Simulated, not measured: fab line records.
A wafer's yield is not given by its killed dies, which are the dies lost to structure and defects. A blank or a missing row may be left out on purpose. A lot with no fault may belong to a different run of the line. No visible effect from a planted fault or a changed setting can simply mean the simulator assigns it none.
Struck lot and sound lot, side by side + flow nand harc + 14 out of 1302 route steps
Sound: the wafers L284.1, L284.5, L284.6. Struck: wafers L283.3, L283.4, L283.6. The cause is given at the end.
Order at every step that has rows: each side's tool, ch and its chambers, its first start. Under that, the readings that differ: sound wafers + struck wafers + difference of the means + sigmas: that difference in standard deviations of wafers without a fault.
alike: words and numbers the same on both sides, and readings whose means are apart by under 2 such deviations; not compared: readings that were withheld, readings missing a value for some wafer, numbers with overlapping values and no deviation given by the record, and bounds like >300 which may hide the same value.
A row with sigmas, a row that says differs or no value, or rows on one side alone: a step with any of these is where the two part. Numbers that have no deviation but don't overlap get no sigmas and don't part them. A reading that every wafer of one side lacks parts them only if that side has two wafers or more.

first, 2 steps without rows for these wafers: NHARC_P_STI_SRD_39; NHARC_P_STI_OXIDE_40 (material SiO2, target thk 10 nm, ox time 1362 s).
NHARC_P_STI_INSPECT_25:
  struck on defect inspect-02, day 11 10:54; sound on defect inspect-01, day 12 00:13
  alike: raw defect count
then, 9 steps without rows for these wafers: NHARC_P_GATE_ETCH_69 (etches SiO2 in dHF, target depth 14 nm); NHARC_P_GATE_PRECLEAN_70 (cleans in SC1); NHARC_P_GATE_SRD_01; NHARC_P_GATE_OXIDE_02 (material SiO2, target thk 37.5 nm, ox time 365 s); NHARC_P_GATE_DEHYDRATE_03 (time 120 s); NHARC_P_GATE_HMDS_04 (time 30 s); NHARC_P_GATE_COAT_05; NHARC_P_GATE_SOFTBAKE_06 (time 95 s); NHARC_P_GATE_EBR_07.
NHARC_P_GATE_EXPOSE_08: exposes mask P HV.
  sound on krf scanner-03 ch 0, day 12 08:30; struck on krf scanner-02 ch 0, day 11 20:16
| reading                        | sound                | struck            | difference | sigmas |
|--------------------------------|----------------------|-------------------|------------|--------|
| model.P_GATE.overlay x nm (nm) | -8.393 -8.393 -8.393 | 38.25 38.25 38.25 | +46.64     |        |
  alike: mask
then, 1 step without rows for these wafers: NHARC_P_GATE_PEB_09 (peb time 85 s).

== WHERE THEY PART ==
Nowhere in this record.

WHY: whatever the simulator had introduced
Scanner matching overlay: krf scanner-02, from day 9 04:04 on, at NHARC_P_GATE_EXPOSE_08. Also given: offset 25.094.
